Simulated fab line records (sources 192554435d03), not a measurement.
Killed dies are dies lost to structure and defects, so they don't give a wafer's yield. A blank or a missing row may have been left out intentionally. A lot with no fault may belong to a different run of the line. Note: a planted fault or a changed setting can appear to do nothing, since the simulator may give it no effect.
Chamber matching -- flow n5_finfet -- 3 sister chambers for N5_BEOL_M2_ALD_98 on ald_sin-01
The step deposits SiO2, target thk 2.5 nm, pulse time 1 s, co reactant pulse time 1 s. 6 wafers are shown with their chamber, then 10 later ones without.

WAFERS PAIRED WITH THEIR CHAMBERS
wafer,chamber,heater_power_w (W),precursor_pulse_height_rel
L074.4,1,72,1.018
L076.2,1,71,0.997
L085.3,3,76,1.017
L088.2,2,69,0.992
L088.5,3,75,0.976
L088.6,2,68,0.963

WAFERS MISSING THEIR CHAMBER
wafer,heater_power_w (W),precursor_pulse_height_rel
L090.1,70,0.978
L090.2,76,1.005
L095.2,70,0.986
L095.4,77,1.021
L096.2,77,0.995
L096.3,73,0.978
L096.5,69,1.004
L097.1,77,1.015
L097.3,75,0.981
L097.5,71,1.011

EACH ONE'S CHAMBER
wafer,from the rows above,in truth
L090.1,can't be placed: 2 or 1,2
L090.2,3,3
L095.2,can't be placed: 2 or 1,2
L095.4,3,3
L096.2,3,3
L096.3,can't be placed: 1 or 3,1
L096.5,2,2
L097.1,3,3
L097.3,3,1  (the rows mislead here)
L097.5,1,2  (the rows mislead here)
Correct placement for 5 of the 10. Not placeable from these rows: 3 (in 3, the candidates include the true chamber). Wrongly placed: 2.
How it was worked out, from the rows above alone: a wafer's distance from a chamber is the root of the sum, over the readings, of the square of ((its reading less the chamber's mean) divided by the reading's scatter). The wafer belongs to the nearest chamber; if the next one is less than 2 further off, it can't be placed. Each chamber's mean is taken over the wafers shown for it. How the scatter is found: for the shown wafers, subtract from each reading the mean of its chamber, square and add these, divide the total by (wafers less chambers), then take the root.
